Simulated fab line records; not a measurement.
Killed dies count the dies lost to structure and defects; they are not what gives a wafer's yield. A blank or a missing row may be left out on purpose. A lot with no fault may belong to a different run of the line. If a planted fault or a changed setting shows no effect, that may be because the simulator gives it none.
A lot that was struck, set against a sound lot	flow n5Finfet	36 out of 1938 route steps
Sound: these wafers, L303.1, L303.4, L303.6. Wafers struck: L301.4, L301.6. The cause is given at the end.
At each step with rows: each side's tool, then ch and its chambers, then its first start. Under that, the readings that differ: sound wafers	struck wafers	difference of the means	sigmas: that difference in standard deviations of wafers without a fault.
alike: a reading whose means differ by less than 2 such deviations, as well as words and numbers matching on both sides. not compared: withheld readings; readings where some wafer has no value; bounds like >300 that might hide an equal value; numbers whose values overlap and for which the record gives no deviation.
Wherever a step has rows on one side only, a row that says differs or no value, or a row with sigmas, the two part there. Non-overlapping numbers with no deviation appear without sigmas and do not part them. A reading missing from all wafers of one side parts the sides only when that side holds two or more wafers.

first, 8 steps without rows for these wafers: N5_BEOL_M4_SPUTTER_96 (material Cu, target thk 4.5 nm, time 8.29 s); N5_BEOL_M4_ECD_50 (material Cu, target thk 300 nm); N5_BEOL_M4_ANNEAL_51 (time 90 s); N5_BEOL_M4_CMP_52 (polishes, stops on SiOC, t overpolish 6.8 s, target thk 40 nm); N5_BEOL_M4_PRE_CLEAN_60 (time 15 s); N5_BEOL_M4_CO_CAP_55 (material Co, precursor CCTBA/H2, target thk 2 nm, time 102.1 s); N5_BEOL_M4_PRE_CLEAN_56 (time 15 s); N5_BEOL_M4_DEP_57 (deposits SiCN from 3MS/NH3, target thk 8 nm, time 14 s).
N5_BEOL_M5_ILD_DEP_00: deposits SiCOH lowk from DEMS/porogen, target thk 140.64 nm, time 25.9 s.
  sound on pecvd-02 ch 1,2, day 13 12:25; struck on pecvd-04 ch 0,2, day 12 07:51
reading	sound	struck	difference	sigmas
susceptorTempC (C)	300.07 300.01 300.18	- -	no value on the struck wafers	
model.SiCOH_lowk_of_BEOL_M5_ILD_DEP_00.thkNm (nm)	141 139.8 141.4	109.2 111.2	-30.5	
  alike: heaterPowerOuterW, heaterPowerW, showerheadPlenumPTorr, throttleValvePct
then, 1 step without rows for these wafers: N5_BEOL_M5_CURE_79 (cures SiCOH lowk, time 240 s).
N5_BEOL_M5_THK_MEAS_01:
  sound on filmMetro-01 at day 13 13:50; struck on filmMetro-01 at day 12 08:24
reading	sound	struck	difference	sigmas
M5_ILD_THK (nm)	121.2 120.3 121.5	93.7 95.5	-26.4	-16
then, 23 steps without rows for these wafers: N5_BEOL_M5_PECVD_70 (deposits SiO2 from TEOS/O2, target thk 16 nm, time 18 s); N5_BEOL_M5_HM_DEP_02 (deposits TiN, target thk 20 nm); N5_BEOL_M5_COAT_59 (time 60 s, resist thk 60 nm); N5_BEOL_M5_COAT_60 (time 60 s, resist thk 12 nm); N5_BEOL_M5_COAT_71 (time 60 s, resist thk 5 nm); N5_BEOL_M5_COAT_05 (resist thk 30 nm); N5_BEOL_M5_EBR_07; N5_BEOL_M5_SOFTBAKE_06 (time 60 s); N5_BEOL_M5_EXPOSE_08 (exposes mask M5, target cd 28 nm); N5_BEOL_M5_PEB_09 (peb time 60 s); N5_BEOL_M5_DEVELOP_10 (develop time 30 s); N5_BEOL_M5_DESCUM_16 (chemistry O2, time 7 s); N5_BEOL_M5_ETCH_72 (etches underlayer in N2/H2, target depth 6.5 nm, time 5.2 s); N5_BEOL_M5_ETCH_61 (etches SiARC in CF4, target depth 15.6 nm, time 26 s); N5_BEOL_M5_ETCH_62 (etches SOC in N2/H2, target depth 75 nm, overetch 15 nm, time 112.5 s); N5_BEOL_M5_STRIP_63 (strips in N2/H2); N5_BEOL_M5_STRIP_73 (strips in N2/H2); N5_BEOL_M5_STRIP_64 (strips in CF4); N5_BEOL_M5_HM_OPEN_17 (chemistry Cl2/BCl3, target TiN, target depth 20 nm, overetch 6 nm); N5_BEOL_M5_STRIP_19 (strips in O2); N5_BEOL_M5_COAT_65 (time 60 s, resist thk 60 nm); N5_BEOL_M5_COAT_66 (time 60 s, resist thk 12 nm); N5_BEOL_M5_COAT_74 (time 60 s, resist thk 5 nm).
N5_BEOL_M5_CMP_52: polishes, stops on SiCOH lowk, t overpolish 6.9 s, target thk 62 nm.
  sound on cmp-04 ch 0,1,2, day 14 01:41; struck on cmp-01 ch 2,3, day 12 19:27
reading	sound	struck	difference	sigmas
model.SiCOH_lowk_of_BEOL_M5_ILD_DEP_00.thkNm (nm)	118.4 117.2 118.6	90.8 92.6	-26.4	
  alike: motorCurrentA
-- here the record skips 4 days between the struck wafers' starts before and after, leaving off in module BEOL_M5 and picking up in module PASSIVATION (first step shown: number 1936 of the route) --
N5_PASSIVATION_PROBE_49:
  sound on prober-01 at day 18 01:52; struck on prober-02 at day 16 23:06
  alike: defectLimitedYield, killed_at_M0_to_M3, killed_at_M4_up, killedAtContacts, killedAtFrontEnd, killedAtOther, killedDies, killedOpen, killedShort, sort_bin_4_leakage, sort_bin_5_function, sort_bin_6_memory, sortNPass, sortYieldPct

## WHERE THEY PART
Last at N5_BEOL_M5_THK_MEAS_01 as far as this record goes, first at N5_BEOL_M5_ILD_DEP_00. Later steps at which nothing parts them and some readings are alike: N5_BEOL_M5_CMP_52, N5_PASSIVATION_PROBE_49.

WHY: what had been put in by the simulator
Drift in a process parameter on pecvd-04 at N5_BEOL_M5_ILD_DEP_00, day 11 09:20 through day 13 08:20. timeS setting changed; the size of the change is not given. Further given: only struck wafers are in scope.
